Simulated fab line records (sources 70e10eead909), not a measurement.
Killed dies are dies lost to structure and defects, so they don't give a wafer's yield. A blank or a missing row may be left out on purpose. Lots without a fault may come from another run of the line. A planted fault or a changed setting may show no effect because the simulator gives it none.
Matching of chambers    flow nand harc    cmp-04 running NHARC_A_SGD_CUT_CMP_21: 4 sister chambers
The step polishes, target thk 148.19 nm. 4 wafers are shown with their chamber, then 8 later ones without.

WAFERS PAIRED WITH THEIR CHAMBERS
wafer   chamber  motor current A (A)
L077.6  0        11.5
L085.5  2        12.9
L085.6  3        11.2
L088.1  1        13.9

WAFERS WHOSE CHAMBER IS MISSING
wafer   motor current A (A)
L088.4  11.9
L088.5  15.2
L093.2  11.4
L093.3  11.1
L093.6  13.2
L097.1  13.2
L097.4  14.6
L097.6  12.6

CHAMBER TAKEN BY EACH
wafer   from the rows above                in truth
L088.4  can't be placed: 0 or 3 or 2       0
L088.5  can't be placed: 1 or 2            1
L093.2  can't be placed: 0 or 3            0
L093.3  can't be placed: 3 or 0            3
L093.6  can't be placed: 2 or 1            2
L097.1  can't be placed: 2 or 1            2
L097.4  can't be placed: 1 or 2            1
L097.6  can't be placed: 2 or 0 or 1 or 3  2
Correctly placed: 0 of 8. Unplaceable from these rows: 8, with the true chamber sitting among the candidates in 8. Wrongly placed: 0.
How it was worked out, from the rows above alone: a wafer's distance from a chamber is the root of the sum, over the readings, of the square of ((its reading less the chamber's mean) divided by the reading's scatter). If the next closest chamber is less than 2 further off than the closest, the wafer can't be placed; otherwise it belongs to the closest. A chamber's mean is the mean of its shown wafers. The scatter: root of mean squared gap, hidden wafer to nearest shown wafer, with one shown wafer a chamber.
